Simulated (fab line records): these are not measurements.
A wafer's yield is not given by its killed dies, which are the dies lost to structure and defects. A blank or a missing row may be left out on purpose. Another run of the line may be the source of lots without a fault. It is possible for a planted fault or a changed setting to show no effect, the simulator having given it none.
Chamber matching + flow n5Finfet + N5_BEOL_M9_ILD_DEP_00 on pecvd-04: 3 sister chambers
The step deposits SiCOH lowk from DEMS/porogen, target thk 308.51 nm, time 58 s. 3 wafers are shown with their chamber, then 11 later ones without.

EACH WAFER AND ITS CHAMBER
| wafer  | chamber | showerheadPlenumPTorr (Torr) |
|--------|---------|------------------------------|
| L084.1 | 0       | 5.716                        |
| L084.2 | 1       | 5.720                        |
| L084.4 | 2       | 5.731                        |

WAFERS MISSING THEIR CHAMBER
| wafer  | showerheadPlenumPTorr (Torr) |
|--------|------------------------------|
| L084.5 | 5.734                        |
| L084.6 | 5.692                        |
| L090.1 | 5.699                        |
| L090.2 | 5.735                        |
| L090.4 | 5.743                        |
| L097.2 | 5.711                        |
| L097.4 | 5.718                        |
| L097.6 | 5.689                        |
| L095.3 | 5.732                        |
| L095.4 | 5.710                        |
| L095.5 | 5.711                        |

EACH ONE'S CHAMBER
| wafer  | from the rows above          | in truth |
|--------|------------------------------|----------|
| L084.5 | can't be placed: 2 or 1 or 0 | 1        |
| L084.6 | can't be placed: 0 or 1 or 2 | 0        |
| L090.1 | can't be placed: 0 or 1 or 2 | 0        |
| L090.2 | can't be placed: 2 or 1 or 0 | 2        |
| L090.4 | can't be placed: 2 or 1 or 0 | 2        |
| L097.2 | can't be placed: 0 or 1 or 2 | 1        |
| L097.4 | can't be placed: 0 or 1 or 2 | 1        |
| L097.6 | can't be placed: 0 or 1 or 2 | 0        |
| L095.3 | can't be placed: 2 or 1 or 0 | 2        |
| L095.4 | can't be placed: 0 or 1 or 2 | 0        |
| L095.5 | can't be placed: 0 or 1 or 2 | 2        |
Correctly placed: 0 of 11. From these rows, 11 cannot be placed; in 11 the true chamber is one of the candidates. Number placed wrongly: 0.
How it was worked out, from the rows above alone: a wafer's distance from a chamber is the root of the sum, over the readings, of the square of ((its reading less the chamber's mean) divided by the reading's scatter). The wafer belongs to the nearest chamber; if the next one is less than 2 further off, it can't be placed. Each chamber's mean is taken over the wafers shown for it. The scatter: with one shown wafer a chamber, the root of the mean of the squares of how far each hidden wafer lies from its nearest shown one.
